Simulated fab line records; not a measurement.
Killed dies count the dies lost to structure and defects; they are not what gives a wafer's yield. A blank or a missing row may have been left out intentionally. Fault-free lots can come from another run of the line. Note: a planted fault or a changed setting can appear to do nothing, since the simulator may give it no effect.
Which tool was responsible? + flow n5Finfet + at 1 step of a route of 1938, 6 lots with 17 wafers sampled

## WHAT THE GAUGES SHOWED, per wafer
N5_DUMMY_GATE_INSPECT_17: inspects for defects (brightfield).
| lot  | measured    | on               | rawDefectCount |
|------|-------------|------------------|----------------|
| L334 | day 3 09:10 | defectInspect-02 | 205 188 198    |
| L338 | day 4 05:00 | defectInspect-01 | 166 166        |
| L345 | day 5 23:23 | defectInspect-01 | 219 222 155    |
| L347 | day 6 10:01 | defectInspect-01 | 167 202 178    |
| L353 | day 7 23:22 | defectInspect-01 | 124 139 117    |
| L355 | day 8 11:33 | defectInspect-02 | 162 144 170    |

## EACH LOT AND THE TOOL THAT RAN IT (in order: tool; ch and the chambers of the sampled wafers; start)
The record holds no process step before these readings.

## THE ANSWER, worked out from the rows above alone
Rule: the lots themselves supply what counts as usual. The widest of any qualifying gaps counts: lots, ordered by their means at a reading, are off when they make up no more than a third of the lots, leave a main group of 4 or more, and stand apart from it by 3 or more times the standard deviation of that group's means. A main group whose means are all the same, to the digits that the tables above print for the reading, isn't used. A lot without any number at a reading at which 4 lots or more have one is off too. Any other lot the step has rows for is counted as sound.
None of the lots is off at any reading shown; this tells nothing.

## WHAT THE SIMULATOR PUT IN
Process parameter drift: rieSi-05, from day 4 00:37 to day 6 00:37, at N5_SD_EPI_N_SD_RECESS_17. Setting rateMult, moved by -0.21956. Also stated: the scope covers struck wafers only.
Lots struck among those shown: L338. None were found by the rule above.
